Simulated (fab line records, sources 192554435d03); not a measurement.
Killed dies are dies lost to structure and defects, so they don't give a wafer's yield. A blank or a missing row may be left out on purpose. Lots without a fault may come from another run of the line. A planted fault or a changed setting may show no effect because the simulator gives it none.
Which tool did it? | flow n5_finfet | 24 lots, 72 wafers sampled, at 6 steps of a route of 1938

WHAT THE GAUGES READ, wafer by wafer
N5_WELL_APT_CD_MEAS_08: target cd 200 nm. Usual: cd_nm 200.2 nm, standard deviation 2.
lot  | measured    | on        | cd_nm (nm)        | flag
L074 | day 1 13:49 | cd_sem-01 | 201.2 200.1 203.8 |
L075 | day 1 19:44 | cd_sem-03 | 198.9 199.2 202.9 |
L076 | day 2 01:55 | cd_sem-02 | 200.9 199.2 198.9 |
L077 | day 2 07:44 | cd_sem-03 | 203.0 200.1 199.6 |
L078 | day 2 13:41 | cd_sem-02 | 201.7 200.0 202.3 |
L079 | day 2 20:01 | cd_sem-01 | 200.7 203.1 200.7 |
L080 | day 3 01:41 | cd_sem-02 | 203.1 203.2 205.4 |
L081 | day 3 08:05 | cd_sem-02 | 198.0 198.9 199.6 |
L082 | day 3 13:39 | cd_sem-03 | 199.3 197.4 199.9 |
L083 | day 3 20:08 | cd_sem-02 | 199.0 198.3 197.1 |
L084 | day 4 01:59 | cd_sem-03 | 199.8 200.4 203.0 |
L085 | day 4 07:43 | cd_sem-01 | 200.7 200.5 202.1 |
L086 | day 4 13:44 | cd_sem-02 | 197.0 199.2 200.4 |
L087 | day 4 19:41 | cd_sem-03 | 202.5 205.6 203.0 |
L088 | day 5 01:49 | cd_sem-01 | 199.5 196.1 199.4 |
L089 | day 5 07:34 | cd_sem-02 | 199.9 200.7 201.9 |
L090 | day 5 14:01 | cd_sem-02 | 198.4 201.2 197.7 |
L091 | day 5 19:37 | cd_sem-03 | 199.8 202.2 200.4 |
L092 | day 6 01:54 | cd_sem-02 | 197.9 198.7 199.1 |
L093 | day 6 07:46 | cd_sem-02 | 200.1 196.8 198.8 |
L094 | day 6 13:51 | cd_sem-02 | 206.4 202.8 200.1 |
L095 | day 6 20:11 | cd_sem-02 | 199.8 198.2 196.6 |
L096 | day 7 01:35 | cd_sem-03 | 201.0 201.1 201.2 |
L097 | day 7 07:49 | cd_sem-01 | 200.8 198.1 199.3 |

N5_WELL_APT_INSPECT_27: inspects for defects (macro). Usual: raw_defect_count 2.0, standard deviation 1.4.
lot  | measured    | on                | raw_defect_count | flag
L074 | day 1 15:08 | defect_inspect-02 | 3 2 5            |
L075 | day 1 21:02 | defect_inspect-02 | 5 4 2            |
L076 | day 2 03:13 | defect_inspect-02 | 2 1 1            |
L077 | day 2 09:10 | defect_inspect-01 | 2 3 1            |
L078 | day 2 14:53 | defect_inspect-02 | 4 3 2            |
L079 | day 2 21:11 | defect_inspect-02 | 1 2 1            |
L080 | day 3 03:30 | defect_inspect-02 | 1 1 3            |
L081 | day 3 09:23 | defect_inspect-01 | 2 1 2            |
L082 | day 3 15:32 | defect_inspect-02 | 2 1 1            |
L083 | day 3 21:41 | defect_inspect-02 | 0 3 5            |
L084 | day 4 03:16 | defect_inspect-02 | 3 2 2            |
L085 | day 4 08:53 | defect_inspect-02 | 1 2 2            |
L086 | day 4 14:55 | defect_inspect-02 | 3 0 1            |
L087 | day 4 20:54 | defect_inspect-01 | 2 2 3            |
L088 | day 5 02:59 | defect_inspect-02 | 1 3 1            |
L089 | day 5 08:48 | defect_inspect-02 | 1 3 3            |
L090 | day 5 15:11 | defect_inspect-02 | 3 4 2            |
L091 | day 5 20:54 | defect_inspect-01 | 2 1 0            |
L092 | day 6 03:18 | defect_inspect-02 | 4 1 3            |
L093 | day 6 09:04 | defect_inspect-02 | 1 3 0            |
L094 | day 6 15:06 | defect_inspect-01 | 3 1 5            |
L095 | day 6 21:28 | defect_inspect-02 | 1 0 1            |
L096 | day 7 02:53 | defect_inspect-02 | 0 3 2            |
L097 | day 7 09:07 | defect_inspect-01 | 0 0 3            |

N5_PMOS_HMC_CHANNEL_EPI_OVL_MEAS_10. Usual: PMOS_HMC_BLK_OVL -0.2 nm, standard deviation 0.71.
lot  | measured    | on         | PMOS_HMC_BLK_OVL (nm) | flag
L074 | day 1 17:17 | overlay-01 | -0.1 1.6 0.3          |
L075 | day 1 23:41 | overlay-01 | -0.9 -0.1 0.6         |
L076 | day 2 05:34 | overlay-02 | 0.1 -1.5 0.8          |
L077 | day 2 11:40 | overlay-02 | -1.0 -0.8 -0.5        |
L078 | day 2 17:17 | overlay-01 | -0.6 0.9 1.5          |
L079 | day 2 23:30 | overlay-01 | 0.4 0.4 -0.1          |
L080 | day 3 05:50 | overlay-01 | -1.7 -0.1 -0.3        |
L081 | day 3 11:36 | overlay-02 | 0.0 0.1 -0.7          |
L082 | day 3 17:34 | overlay-02 | 0.2 0.3 -0.1          |
L083 | day 3 23:52 | overlay-02 | -0.3 -0.3 0.1         |
L084 | day 4 05:39 | overlay-01 | -0.5 0.7 -0.8         |
L085 | day 4 11:05 | overlay-02 | -1.0 -0.7 -0.6        |
L086 | day 4 17:15 | overlay-02 | -0.3 0.7 -1.3         |
L087 | day 4 23:04 | overlay-02 | -0.3 -0.5 -0.7        |
L088 | day 5 05:10 | overlay-01 | 0.3 1.2 1.6           |
L089 | day 5 10:57 | overlay-01 | -1.3 -0.6 0.2         |
L090 | day 5 17:25 | overlay-01 | -0.1 -0.1 -0.8        |
L091 | day 5 23:02 | overlay-01 | 0.2 -0.4 0.4          |
L092 | day 6 05:20 | overlay-02 | -0.4 -1.6 -0.3        |
L093 | day 6 11:31 | overlay-01 | 0.8 0.7 0.9           |
L094 | day 6 17:08 | overlay-02 | -0.7 -0.3 -1.1        |
L095 | day 6 23:41 | overlay-01 | -1.1 -0.7 -1.1        |
L096 | day 7 05:10 | overlay-01 | 0.0 -1.2 -1.0         |
L097 | day 7 11:26 | overlay-01 | -0.3 -0.6 -0.6        |

N5_PMOS_HMC_CHANNEL_EPI_INSPECT_30: inspects for defects (darkfield). Usual: raw_defect_count 20, standard deviation 5.7.
lot  | measured    | on                | raw_defect_count | flag
L074 | day 1 20:13 | defect_inspect-02 | 21 16 11         |
L075 | day 2 02:35 | defect_inspect-02 | 19 25 20         |
L076 | day 2 08:39 | defect_inspect-01 | 23 29 23         |
L077 | day 2 14:29 | defect_inspect-01 | 14 21 20         |
L078 | day 2 20:05 | defect_inspect-02 | 17 26 22         |
L079 | day 3 02:33 | defect_inspect-01 | 27 29 16         |
L080 | day 3 09:10 | defect_inspect-01 | 21 19 16         |
L081 | day 3 14:32 | defect_inspect-01 | 29 31 30         |
L082 | day 3 20:53 | defect_inspect-01 | 25 16 15         |
L083 | day 4 04:03 | defect_inspect-02 | 26 23 21         |
L084 | day 4 08:49 | defect_inspect-02 | 15 20 14         |
L085 | day 4 14:58 | defect_inspect-01 | 9 30 17          |
L086 | day 4 20:04 | defect_inspect-02 | 14 20 21         |
L087 | day 5 01:52 | defect_inspect-01 | 13 22 27         |
L088 | day 5 07:59 | defect_inspect-02 | 20 24 19         |
L089 | day 5 13:46 | defect_inspect-01 | 28 29 30         |
L090 | day 5 20:13 | defect_inspect-01 | 15 14 13         |
L091 | day 6 01:57 | defect_inspect-01 | 36 31 22         |
L092 | day 6 08:10 | defect_inspect-02 | 23 25 16         |
L093 | day 6 14:23 | defect_inspect-02 | 15 20 16         |
L094 | day 6 20:09 | defect_inspect-01 | 21 17 11         |
L095 | day 7 02:29 | defect_inspect-02 | 21 21 17         |
L096 | day 7 07:58 | defect_inspect-02 | 16 22 20         |
L097 | day 7 14:16 | defect_inspect-02 | 16 13 11         |

WHICH TOOL RAN EACH LOT (tool, then ch and the chambers of the sampled wafers, then the start)
lot  | N5_ZERO_LAYER_PECVD_02         | N5_PMOS_HMC_CHANNEL_EPI_STRIP_33
L074 | pecvd-04 ch 0,2, day 1 12:17   | rie_diel-02 ch 0,1, day 1 17:37
L075 | pecvd-03 ch 1,2, day 1 18:17   | rie_diel-05 ch 0,1, day 1 23:56
L076 | pecvd-03 ch 0,1, day 2 00:19   | rie_diel-05 ch 0,1, day 2 06:02
L077 | pecvd-03 ch 0,1, day 2 06:17   | rie_diel-02 ch 1,2,3, day 2 11:51
L078 | pecvd-02 ch 0,2, day 2 12:17   | rie_diel-02 ch 0,2,3, day 2 17:28
L079 | pecvd-02 ch 0,1,2, day 2 18:17 | rie_diel-02 ch 1,2,3, day 2 23:49
L080 | pecvd-04 ch 0,2, day 3 00:17   | rie_diel-06 ch 1,3, day 3 06:34
L081 | pecvd-02 ch 0,1,2, day 3 06:23 | rie_diel-02 ch 1,2,3, day 3 11:50
L082 | pecvd-02 ch 0,1, day 3 12:17   | rie_diel-02 ch 1,2,3, day 3 18:14
L083 | pecvd-03 ch 0,1,2, day 3 18:17 | rie_diel-06 ch 0,1,3, day 4 01:02
L084 | pecvd-03 ch 0,1,2, day 4 00:19 | rie_diel-06 ch 2,3, day 4 06:07
L085 | pecvd-04 ch 0,1, day 4 06:17   | rie_diel-02 ch 1,2,3, day 4 11:26
L086 | pecvd-03 ch 0,1,2, day 4 12:17 | rie_diel-06 ch 0,1,3, day 4 17:26
L087 | pecvd-04 ch 0,1, day 4 18:17   | rie_diel-05 ch 1,2,3, day 4 23:16
L088 | pecvd-04 ch 0,1, day 5 00:17   | rie_diel-06 ch 0,2,3, day 5 05:22
L089 | pecvd-03 ch 0,2, day 5 06:18   | rie_diel-05 ch 1,2, day 5 11:08
L090 | pecvd-03 ch 0,1,2, day 5 12:18 | rie_diel-05 ch 0,2,3, day 5 17:36
L091 | pecvd-02 ch 1,2, day 5 18:18   | rie_diel-05 ch 0,1,3, day 5 23:14
L092 | pecvd-02 ch 0,1,2, day 6 00:19 | rie_diel-05 ch 1,2,3, day 6 05:32
L093 | pecvd-04 ch 0,1, day 6 06:28   | rie_diel-05 ch 1,3, day 6 11:42
L094 | pecvd-04 ch 1,2, day 6 12:18   | rie_diel-02 ch 0,2,3, day 6 17:20
L095 | pecvd-02 ch 0,2, day 6 18:17   | rie_diel-05 ch 1,2,3, day 6 23:53
L096 | pecvd-03 ch 0,1,2, day 7 00:19 | rie_diel-02 ch 0,1,3, day 7 05:21
L097 | pecvd-04 ch 0,1,2, day 7 06:17 | rie_diel-05 ch 0,1,2, day 7 11:37
- N5_ZERO_LAYER_PECVD_02: deposits SiO2 from SiH4/N2O, target thk 10 nm, time 6 s.
- N5_PMOS_HMC_CHANNEL_EPI_STRIP_33: strips in N2/H2.

WHAT THE TOOLS THEMSELVES READ (means of the sampled wafers that have a number; where no wafer has one, the mark that the record gives instead)
N5_ZERO_LAYER_PECVD_02. Usual: chamber_pressure_Torr 0.7502 Torr, standard deviation 0.0016; heater_power_w 768 W, standard deviation 88; showerhead_plenum_p_Torr 8.06 Torr, standard deviation 0.13; showerhead_vpp_V 1023 V, standard deviation 49.
lot  | tool     | chamber_pressure_Torr (Torr) | heater_power_w (W) | showerhead_plenum_p_Torr (Torr) | showerhead_vpp_V (V) | flag
L074 | pecvd-04 | 0.7507                       | 744                | 8.00                            | 1034                 |
L075 | pecvd-03 | 0.7511                       | 872                | 8.22                            | 1070                 |
L076 | pecvd-03 | 0.7511                       | 791                | 8.09                            | 1010                 |
L077 | pecvd-03 | 0.7495                       | 784                | 8.14                            | 1011                 |
L078 | pecvd-02 | 0.7508                       | 729                | 8.05                            | 973                  |
L079 | pecvd-02 | 0.7501                       | 713                | 8.08                            | 981                  |
L080 | pecvd-04 | 0.7492                       | 808                | 7.88                            | 1054                 |
L081 | pecvd-02 | 0.7504                       | 688                | 8.07                            | 985                  |
L082 | pecvd-02 | 0.7496                       | 735                | 8.10                            | 946                  |
L083 | pecvd-03 | 0.7508                       | 860                | 8.14                            | 1025                 |
L084 | pecvd-03 | 0.7482                       | 816                | 8.13                            | 1031                 |
L085 | pecvd-04 | 0.7508                       | 718                | 7.82                            | 1061                 |
L086 | pecvd-03 | 0.7485                       | 836                | 8.14                            | 1033                 |
L087 | pecvd-04 | 0.7499                       | 744                | 7.83                            | 1073                 |
L088 | pecvd-04 | 0.7519                       | 685                | 7.88                            | 1071                 |
L089 | pecvd-03 | 0.7503                       | 764                | 8.11                            | 1024                 |
L090 | pecvd-03 | 0.7495                       | 857                | 8.14                            | 1030                 |
L091 | pecvd-02 | 0.7493                       | 686                | 8.11                            | 977                  |
L092 | pecvd-02 | 0.7508                       | 737                | 8.08                            | 969                  |
L093 | pecvd-04 | 0.7498                       | 719                | 7.83                            | 1074                 |
L094 | pecvd-04 | 0.7500                       | 745                | 8.02                            | 1056                 |
L095 | pecvd-02 | 0.7484                       | 675                | 8.06                            | 982                  |
L096 | pecvd-03 | 0.7504                       | 844                | 8.15                            | 1031                 |
L097 | pecvd-04 | 0.7515                       | 718                | 7.95                            | 1047                 |

N5_PMOS_HMC_CHANNEL_EPI_STRIP_33. Usual: drypump_motor_current_A 6.0 A, standard deviation 0.52; oes_product_au 0.76 a.u., standard deviation 0.062; rf_vpp_V 53.8 V, standard deviation 1.9; showerhead_plenum_p_Torr 3.34 Torr, standard deviation 0.091; throttle_valve_pct 19.03 %, standard deviation 0.26.
lot  | tool        | drypump_motor_current_A (A) | oes_product_au (a.u.) | rf_vpp_V (V) | showerhead_plenum_p_Torr (Torr) | throttle_valve_pct (%) | flag
L074 | rie_diel-02 | 6.2                         | 0.77                  | 55.3         | 3.43                            | 19.02                  |
L075 | rie_diel-05 | 5.9                         | 0.73                  | 54.5         | 3.38                            | 19.04                  |
L076 | rie_diel-05 | 5.8                         | 0.72                  | 50.9         | 3.30                            | 19.19                  |
L077 | rie_diel-02 | 6.0                         | 0.79                  | 54.4         | 3.38                            | 19.03                  |
L078 | rie_diel-02 | 6.3                         | 0.79                  | 53.5         | 3.34                            | 19.11                  |
L079 | rie_diel-02 | 6.1                         | 0.78                  | 54.8         | 3.37                            | 19.06                  |
L080 | rie_diel-06 | 5.7                         | 0.78                  | 54.2         | 3.42                            | 18.82                  |
L081 | rie_diel-02 | 6.0                         | 0.76                  | 55.1         | 3.37                            | 19.07                  |
L082 | rie_diel-02 | 6.0                         | 0.77                  | 53.7         | 3.37                            | 19.08                  |
L083 | rie_diel-06 | 6.0                         | 0.85                  | 52.9         | 3.40                            | 18.89                  |
L084 | rie_diel-06 | 6.0                         | 0.74                  | 53.8         | 3.40                            | 18.93                  |
L085 | rie_diel-02 | 6.0                         | 0.76                  | 52.0         | 3.36                            | 19.08                  |
L086 | rie_diel-06 | 6.0                         | 0.83                  | 54.1         | 3.39                            | 18.91                  |
L087 | rie_diel-05 | 5.9                         | 0.73                  | 51.6         | 3.31                            | 19.08                  |
L088 | rie_diel-06 | 6.3                         | 0.80                  | 53.3         | 3.37                            | 18.99                  |
L089 | rie_diel-05 | 6.4                         | 0.71                  | 53.5         | 3.31                            | 18.95                  |
L090 | rie_diel-05 | 5.9                         | 0.73                  | 53.8         | 3.38                            | 18.95                  |
L091 | rie_diel-05 | 5.6                         | 0.73                  | 54.4         | 3.33                            | 19.15                  |
L092 | rie_diel-05 | 5.9                         | 0.73                  | 53.8         | 3.30                            | 19.08                  |
L093 | rie_diel-05 | 5.6                         | 0.72                  | 52.3         | 3.26                            | 19.31                  |
L094 | rie_diel-02 | 6.3                         | 0.75                  | 53.3         | 3.32                            | 19.15                  |
L095 | rie_diel-05 | 5.9                         | 0.73                  | 53.4         | 3.30                            | 19.10                  |
L096 | rie_diel-02 | 6.3                         | 0.75                  | 53.6         | 3.37                            | 19.22                  |
L097 | rie_diel-05 | 6.1                         | 0.79                  | 55.7         | 3.33                            | 18.86                  |

THE ANSWER, worked out from the rows above alone
Rule: a lot is off if the mean of its wafers that have a number lies more than 3 standard deviations from the usual mean. A lot without any number at a reading at which 4 lots or more have one is off too. The other lots that the step has rows for count as sound. The gauges are gone through in route order, then the tools' own readings, and for those a lot's mean is taken as printed above. The first step at which some lot is off is used, and at that step the reading that is off furthest; a lot without a number counts as furthest.
No lot is off at any reading shown: from this, nothing can be told.

WHAT THE SIMULATOR HAD PUT IN
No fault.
